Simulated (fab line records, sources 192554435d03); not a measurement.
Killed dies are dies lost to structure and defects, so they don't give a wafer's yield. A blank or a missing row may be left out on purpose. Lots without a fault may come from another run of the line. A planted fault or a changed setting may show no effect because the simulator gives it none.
fab line records | flow n5_finfet | part 2 of 2: steps 24 to 36 of 36
record lots=5 wafers=15 last_day=18
route steps=1938 shown BEOL_M0@728 BEOL_M1@751
lots that met no fault: from a run of the same line without faults
start_h: hours from the record's first day to the start of the lot's first wafer shown | wait_h: hours since the lot's step before | " the same as in the row above | L1.1+2: a row that stands for several wafers | - no value, or no start given | * or withheld: withheld | < > ~ a bound
route shown NAME@n: a module of which the file shows steps, and the number in the route of the first | usual: mean/standard deviation of fault-free wafers | same: alike in all rows | chamber/n: place in a boat | sites: the reading at each site | _std_site: their standard deviation | _edge_site: outer sites' mean less inner sites' | radius_mm: how far each site lies from the wafer's centre | mask NAME#n: copy n | behind: the tool/chamber that last shaped the wafer | hold: why the lot was held/for how many hours/how that ended | device: the transistor (n, p or np) that didn't switch | end of line: the same wafers' tests at the end of the route | a step without rows: its recipe alone | killed: dies lost to structure and defects at the first sort, not the wafer's yield | map: a wafer's dies, x killed, . not, _ none there
set.NAME: the setting as run; set.NAME@STEP: as run at that earlier step | model.NAME: the simulator's own value behind a step, which no gauge read
lots at some steps of the route; a table a step, a row a wafer
services: from which hour (start_h, from the record's first day; less than 0 if before it) a tool's chamber was out of use, for how many hours, and why
## steps
# step N5_BEOL_M1_THK_MEAS_01
# recipe reads=SiOC_of_BEOL_M1_ILD_DEP_00
# usual M1_ILD_THK=78.9/1.1
# columns lot.wafer tool chamber start_h wait_h M1_ILD_THK[nm]
L074.2 film_metro-01 - 120.49 0.1 78.1
L074.4 " - " " 79.5
L074.5 " - " " 80.8
L079.2 film_metro-01 - 150.77 0.1 78.4
L079.5 " - " " 77.8
L079.6 " - " " 79.3
L094.2 film_metro-01 - 250.91 0.1 77.6
L094.3 " - " " 78.6
L094.4 " - " " 77.8
L095.1 film_metro-02 - 251.14 0.0 78.0
L095.3 " - " " 77.3
L095.5 " - " " 79.2
L096.2 film_metro-02 - 257.36 0.1 78.0
L096.3 " - " " 79.7
L096.4 " - " " 79.7
# step N5_BEOL_M1_PECVD_72
# recipe material=SiO2 target_thk_a=160 temp_c=400 precursor=TEOS/O2 pressure_torr=5.5 rf_w=450 teos_flow_sccm=53.8 gas=O2 flow_sccm=3000 time_s=18
# usual heater_power_w=704/63 rf_fwd_power_W=443.0/2.3 showerhead_plenum_p_Torr=8.77/0.054 throttle_valve_pct=22.4/1.6
# columns lot.wafer tool chamber start_h wait_h heater_power_w rf_fwd_power_W showerhead_plenum_p_Torr throttle_valve_pct
L074.2 pecvd-01 1 120.53 0.0 790 441.9 8.69 26.0
L074.4 " 1 " " 761 442.5 8.72 26.1
L074.5 " 2 " " 611 438.2 8.90 22.1
L079.2 pecvd-04 0 150.80 0.0 805 441.9 8.78 23.5
L079.5 " 2 " " 693 443.0 8.74 20.4
L079.6 " 0 " " 835 443.9 8.77 23.2
L094.2 pecvd-01 2 250.95 0.0 715 441.3 8.87 22.6
L094.3 " 0 " " 637 440.5 8.69 21.6
L094.4 " 0 " " 652 440.4 8.71 21.7
L095.1 pecvd-02 2 251.18 0.0 718 446.7 8.79 21.5
L095.3 " 0 " " 677 445.8 8.80 23.3
L095.5 " 2 " " 696 445.6 8.82 21.5
L096.2 pecvd-02 1 257.41 0.0 688 440.6 8.77 20.8
L096.3 " 0 " " 714 443.1 8.81 23.0
L096.4 " 1 " " 679 441.9 8.76 20.8
# step N5_BEOL_M1_HM_DEP_02
# recipe material=TiN target_thk_a=200 temp_c=25 chamber_pressure_pa=0.49996
# usual throttle_valve_pct=30.4/1.2
# columns lot.wafer tool chamber start_h wait_h throttle_valve_pct
L074.2 pvd_sputter-03 - 121.78 1.2 28.8
L074.4 " - " " 32.1
L074.5 " - " " 31.5
L079.2 pvd_sputter-02 - 151.70 0.9 30.7
L079.5 " - " " 30.6
L079.6 " - " " 29.0
L094.2 pvd_sputter-02 - 251.82 0.9 30.9
L094.3 " - " " 30.0
L094.4 " - " " 30.3
L095.1 pvd_sputter-02 - 251.92 0.7 30.0
L095.3 " - " " 30.7
L095.5 " - " " 30.7
L096.2 pvd_sputter-01 - 258.44 1.0 30.2
L096.3 " - " " 28.5
L096.4 " - " " 31.5
# step N5_BEOL_M1_COAT_61
# recipe resist=SOC temp_c=250 time_s=60 spin_rpm=1500 resist_thk_nm=60
# columns lot.wafer tool chamber start_h wait_h
L074.2+4+5 litho_track-03 0 121.90 0.1
L079.2+5+6 litho_track-05 0 151.83 0.1
L094.2+3+4 litho_track-02 0 251.94 0.1
L095.1+3+5 litho_track-02 0 252.04 0.1
L096.2+3+4 litho_track-05 0 258.57 0.1
# step N5_BEOL_M1_COAT_62
# recipe resist=SiARC temp_c=220 time_s=60 spin_rpm=1500 resist_thk_nm=12
# columns lot.wafer tool chamber start_h wait_h
L074.2+4+5 litho_track-03 0 - -
L079.2+5+6 litho_track-05 0 - -
L094.2+3+4 litho_track-02 0 - -
L095.1+3+5 litho_track-02 0 - -
L096.2+3+4 litho_track-05 0 - -
# step N5_BEOL_M1_COAT_73
# recipe resist=underlayer temp_c=205 time_s=60 spin_rpm=1500 resist_thk_nm=5
# columns lot.wafer tool chamber start_h wait_h
L074.2+4+5 litho_track-03 0 - -
L079.2+5+6 litho_track-05 0 - -
L094.2+3+4 litho_track-02 0 - -
L095.1+3+5 litho_track-02 0 - -
L096.2+3+4 litho_track-05 0 - -
# step N5_BEOL_M1_COAT_05
# recipe resist=CAR-EUV spin_rpm=1500 resist_thk_nm=30
# columns lot.wafer tool chamber start_h wait_h
L074.2+4+5 litho_track-03 0 - -
L079.2+5+6 litho_track-05 0 - -
L094.2+3+4 litho_track-02 0 - -
L095.1+3+5 litho_track-02 0 - -
L096.2+3+4 litho_track-05 0 - -
# step N5_BEOL_M1_EBR_07
# recipe solvent=PGMEA ebr_width_mm=1.5
# columns lot.wafer tool chamber start_h wait_h
L074.2+4+5 litho_track-03 0 - -
L079.2+5+6 litho_track-05 0 - -
L094.2+3+4 litho_track-02 0 - -
L095.1+3+5 litho_track-02 0 - -
L096.2+3+4 litho_track-05 0 - -
# step N5_BEOL_M1_SOFTBAKE_06
# recipe temp_c=110 time_s=60 resist=CAR-EUV
# columns lot.wafer tool chamber start_h wait_h
L074.2+4+5 litho_track-03 0 - -
L079.2+5+6 litho_track-05 0 - -
L094.2+3+4 litho_track-02 0 - -
L095.1+3+5 litho_track-02 0 - -
L096.2+3+4 litho_track-05 0 - -
# step N5_BEOL_M1_EXPOSE_08
# recipe mask_id=M1 na=0.33 source_shape=dipole sigma_inner=0.369 sigma_outer=0.767 polarization=unpolarized dose_mj=33
# columns lot.wafer tool chamber start_h wait_h mask
L074.2+4+5 euv_scanner-02 0 122.17 - M1#0
L079.2+5+6 euv_scanner-01 0 151.97 - M1#0
L094.2+3+4 euv_scanner-01 0 252.09 - M1#0
L095.1+3+5 euv_scanner-02 0 252.31 - M1#0
L096.2+3+4 euv_scanner-02 0 258.71 - M1#0
# step N5_BEOL_M1_PEB_09
# recipe peb_temp_c=100 peb_time_s=60 resist=CAR-EUV
# columns lot.wafer tool chamber start_h wait_h
L074.2+4+5 litho_track-02 0 122.22 0.0
L079.2+5+6 litho_track-03 0 152.02 0.0
L094.2+3+4 litho_track-05 0 252.14 0.0
L095.1+3+5 litho_track-05 0 252.37 0.1
L096.2+3+4 litho_track-05 0 258.76 0.0
# step N5_BEOL_M1_DEVELOP_10
# recipe develop_time_s=30 developer=TMAH resist=CAR-EUV rinse_liquid=surfactant_rinse dry=air_spin dev_temp_c=23
# usual developer_temp_C=22.96/0.093
# same develop_time_s=30
# columns lot.wafer tool chamber start_h wait_h developer_temp_C
L074.2 litho_track-02 0 - - 23.08
L074.4 " 0 " " 22.91
L074.5 " 0 " " 23.04
L079.2 litho_track-03 0 - - 22.88
L079.5 " 0 " " 23.06
L079.6 " 0 " " 23.06
L094.2 litho_track-05 0 - - 23.11
L094.3 " 0 " " 22.94
L094.4 " 0 " " 22.95
L095.1 litho_track-05 0 - - 23.05
L095.3 " 0 " " 22.99
L095.5 " 0 " " 22.89
L096.2 litho_track-05 0 - - 23.03
L096.3 " 0 " " 23.06
L096.4 " 0 " " 22.99
# step N5_BEOL_M1_CD_MEAS_11
# recipe target_cd_nm=17.05 landing_energy_ev=500 detector=se_inlens polarity=opening
# usual cd_nm=17.06/0.24
# columns lot.wafer tool chamber start_h wait_h cd_nm
L074.2 cd_sem-02 0 122.29 - 17.29
L074.4 " 0 " " 17.12
L074.5 " 0 " " 17.58
L079.2 cd_sem-02 0 152.09 - 17.27
L079.5 " 0 " " 16.49
L079.6 " 0 " " 16.95
L094.2 cd_sem-01 0 252.21 - 17.25
L094.3 " 0 " " 17.16
L094.4 " 0 " " 17.07
L095.1 cd_sem-02 0 252.43 - 17.03
L095.3 " 0 " " 16.91
L095.5 " 0 " " 16.79
L096.2 cd_sem-02 0 258.83 - 17.25
L096.3 " 0 " " 17.22
L096.4 " 0 " " 17.07
## services
# columns tool chamber start_h hours kind
euv_scanner-01 - 94.22 1.0 pm
rtp_anneal-02 - 102.35 86.3 pm
ecd_cu-01 - 109.86 1.2 repair
euv_scanner-02 - 122.84 36.6 repair
ald_metal-01 - 138.82 1.0 repair
ald_metal-01 0 143.84 7.9 repair
ecd_cu-01 - 144.93 4.7 pm
pvd_sputter-03 - 144.93 4.2 repair
euv_scanner-02 - 159.45 1.0 pm
euv_scanner-02 - 172.63 4.6 pm
pvd_sputter-03 - 178.36 1.0 repair
euv_scanner-02 - 186.91 1.0 pm
cvd_co-02 - 195.30 6.0 pm
ald_metal-01 1 197.34 11.4 repair
pecvd-04 0 214.44 25.6 repair
cvd_co-02 - 215.45 1.5 repair
euv_scanner-02 - 218.88 12.0 pm
pecvd-02 2 223.44 4.2 repair
euv_scanner-02 - 235.60 11.7 repair
cvd_co-02 1 240.53 10.1 repair
pecvd-04 2 242.61 6.9 repair
euv_scanner-02 - 247.34 1.0 pm
euv_scanner-02 - 248.39 0.3 repair
pecvd-01 - 255.82 1.6 repair
